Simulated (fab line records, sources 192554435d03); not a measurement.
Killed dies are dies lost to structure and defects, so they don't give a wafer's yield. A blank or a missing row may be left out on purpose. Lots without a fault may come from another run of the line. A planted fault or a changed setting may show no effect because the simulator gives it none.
Chamber matching | flow n5_finfet | N5_BEOL_M3_CO_CAP_55 on cvd_co-02: 3 sister chambers
The step material Co, precursor CCTBA/H2, target thk 2 nm, time 102.1 s. 24 wafers are shown with their chamber, then 12 later ones without.

WAFERS WITH THEIR CHAMBER
wafer  | chamber | heater_power_w (W)
L074.1 | 1       | 257
L074.4 | 1       | 246
L074.6 | 0       | 242
L078.2 | 0       | 245
L078.3 | 2       | 222
L078.6 | 0       | 247
L081.1 | 2       | 225
L081.2 | 1       | 254
L081.6 | 1       | 249
L082.1 | 1       | 249
L082.3 | 2       | 227
L082.4 | 1       | 249
L084.1 | 2       | 229
L084.3 | 1       | 251
L084.4 | 1       | 252
L085.1 | 2       | 223
L085.4 | 2       | 226
L085.6 | 0       | 250
L076.3 | 1       | 256
L076.4 | 1       | 253
L076.6 | 0       | 249
L089.2 | 1       | 260
L089.3 | 2       | 224
L089.5 | 2       | 228

SIGNATURES (means of the wafers above)
reading        | chamber 0 | chamber 1 | chamber 2 | scatter within a chamber
heater_power_w | 246.60    | 252.36    | 225.50    | 3.49
Rule: a wafer's distance from a chamber is the root of the sum, over the readings, of the square of ((its reading less the chamber's mean) divided by the reading's scatter). The wafer belongs to the nearest chamber; if the next one is less than 2 further off, it can't be placed. The scatter: the root of (the sum of the squares of (reading less its chamber's mean) over the shown wafers, divided by (wafers less chambers)).

WAFERS WITHOUT THEIR CHAMBER
wafer  | heater_power_w (W)
L088.2 | 252
L088.3 | 220
L088.6 | 227
L091.2 | 249
L091.5 | 216
L091.6 | 258
L096.2 | 222
L096.5 | 248
L096.6 | 231
L097.1 | 225
L097.5 | 223
L097.6 | 254

WHICH CHAMBER EACH WENT THROUGH
wafer  | from the rows above     | in truth
L088.2 | can't be placed: 1 or 0 | 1
L088.3 | 2                       | 2
L088.6 | 2                       | 2
L091.2 | can't be placed: 0 or 1 | 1
L091.5 | 2                       | 2
L091.6 | can't be placed: 1 or 0 | 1
L096.2 | 2                       | 2
L096.5 | can't be placed: 0 or 1 | 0
L096.6 | 2                       | 2
L097.1 | 2                       | 2
L097.5 | 2                       | 2
L097.6 | can't be placed: 1 or 0 | 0
Placed correctly: 7 of 12. Can't be placed from these rows: 5 (the true chamber is among the candidates in 5). Placed wrongly: 0.
